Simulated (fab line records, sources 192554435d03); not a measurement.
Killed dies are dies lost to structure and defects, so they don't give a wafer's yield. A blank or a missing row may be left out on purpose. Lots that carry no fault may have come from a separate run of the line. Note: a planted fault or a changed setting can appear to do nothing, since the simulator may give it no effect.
A lot that was struck, set against a sound lot || flow n5 finfet || 37 steps out of a route of 1938
Sound: these wafers, L455.1, L455.4, L455.6. Struck: wafers L453.1, L453.3, L453.6. Last of all comes the cause.
Each step with rows lists, per side, the tool, then ch with its chambers, then its first start. Under that, the readings that differ: sound wafers || struck wafers || difference of the means || sigmas: that difference in standard deviations of wafers without a fault.
alike: a reading whose means differ by less than 2 such deviations, as well as words and numbers matching on both sides. not compared: withheld readings; readings where some wafer has no value; bounds like >300 that might hide an equal value; numbers whose values overlap and for which the record gives no deviation.
The two part at a step that has a row with sigmas, a row that says differs or no value, or rows on one side only. Numbers that don't overlap but have no deviation are shown without sigmas and don't part them. A reading missing from all wafers of one side parts the sides only when that side holds two or more wafers.

first, 10 steps without rows for these wafers: N5_BEOL_M6_CURE_75 (cures SiCOH lowk, time 120 s); N5_BEOL_M6_DEGAS_44 (time 60 s); N5_BEOL_M6_PRE_CLEAN_45 (time 30 s); N5_BEOL_M6_ALD_77 (deposits TaN, target thk 2 nm, pulse time 2 s, purge time 3 s); N5_BEOL_M6_SURFACE_TREAT_79; N5_BEOL_M6_CVD_78 (deposits Co from CCTBA/H2, target thk 2 nm, time 142.3 s); N5_BEOL_M6_SPUTTER_48 (material Cu, target thk 10 nm, time 1.667 s); N5_BEOL_M6_ECD_50 (material Cu, target thk 300 nm); N5_BEOL_M6_ANNEAL_51 (time 90 s); N5_BEOL_M6_CMP_52 (polishes, stops on SiCOH lowk, t overpolish 6.9 s, target thk 80 nm).
N5_BEOL_M6_PRE_CLEAN_55: time 15 s.
  sound on pecvd-02 ch 0,2, day 13 20:48; struck on pecvd-01 ch 1,2, day 13 13:44
then, 1 step without rows for these wafers: N5_BEOL_M6_DEP_56 (deposits SiCN from 3MS/NH3, target thk 10 nm, time 17.5 s).
N5_BEOL_M6_INSPECT_58: inspects for defects (darkfield).
  sound on defect inspect-01 at day 13 20:55; struck on defect inspect-02 at day 13 13:51
{"reading": "raw defect count", "sound": "67 67 70", "struck": "675 664 705", "difference": "+613", "sigmas": "+28"}
then, 12 steps without rows for these wafers: N5_BEOL_M7_ILD_DEP_00 (deposits SiCOH lowk from DEMS/porogen, target thk 179.75 nm, time 33.4 s); N5_BEOL_M7_CURE_74 (cures SiCOH lowk, time 240 s); N5_BEOL_M7_PECVD_70 (deposits SiO2 from TEOS/O2, target thk 20 nm, time 22.7 s); N5_BEOL_M7_HM_DEP_02 (deposits TiN, target thk 20 nm); N5_BEOL_M7_COAT_59 (time 60 s, resist thk 100 nm); N5_BEOL_M7_COAT_60 (time 60 s, resist thk 35 nm); N5_BEOL_M7_COAT_05 (resist thk 90 nm); N5_BEOL_M7_EBR_07; N5_BEOL_M7_SOFTBAKE_06 (time 60 s); N5_BEOL_M7_EXPOSE_08 (exposes mask M7); N5_BEOL_M7_PEB_09 (peb time 60 s); N5_BEOL_M7_DEVELOP_10 (develop time 30 s).
N5_BEOL_M7_INSPECT_13: inspects for defects (brightfield).
  sound on defect inspect-02 at day 13 23:38; struck on defect inspect-01 at day 13 16:41
{"reading": "raw defect count", "sound": "387 347 434", "struck": "939 1083 1075", "difference": "+643", "sigmas": "+8"}
then, 9 steps without rows for these wafers: N5_BEOL_M7_DESCUM_16 (chemistry O2, time 7.9 s); N5_BEOL_M7_ETCH_61 (etches SiARC in CF4, target depth 45.5 nm, time 75.8 s); N5_BEOL_M7_ETCH_62 (etches SOC in N2/H2, target depth 110 nm, overetch 22 nm, time 165 s); N5_BEOL_M7_STRIP_68 (strips in N2/H2); N5_BEOL_M7_STRIP_67 (strips in CF4); N5_BEOL_M7_HM_OPEN_17 (chemistry Cl2/BCl3, target TiN, target depth 20 nm, overetch 6 nm); N5_BEOL_M7_STRIP_19 (strips in O2); N5_BEOL_M7_COAT_63 (time 60 s, resist thk 60 nm); N5_BEOL_M7_COAT_64 (time 60 s, resist thk 12 nm).
N5_BEOL_M7_INSPECT_30: inspects for defects (brightfield).
  sound on defect inspect-02 at day 14 02:53; struck on defect inspect-01 at day 13 17:35
{"reading": "raw defect count", "sound": "405 325 447", "struck": "931 1083 1092", "difference": "+643", "sigmas": "+8"}
-- the record jumps here: 3 days lie between the struck wafers' starts before and after (it left off in module BEOL_M7 and takes up again in module PASSIVATION, whose first step shown is number 1936 of the route) --
N5_PASSIVATION_PROBE_49:
  record: rows for the struck wafers here (prober-01, day 16 16:49), none for the sound ones

== WHERE THEY PART ==
At N5_BEOL_M6_INSPECT_58 first; at N5_PASSIVATION_PROBE_49 last (within this record only).

WHY: what the simulator had put in
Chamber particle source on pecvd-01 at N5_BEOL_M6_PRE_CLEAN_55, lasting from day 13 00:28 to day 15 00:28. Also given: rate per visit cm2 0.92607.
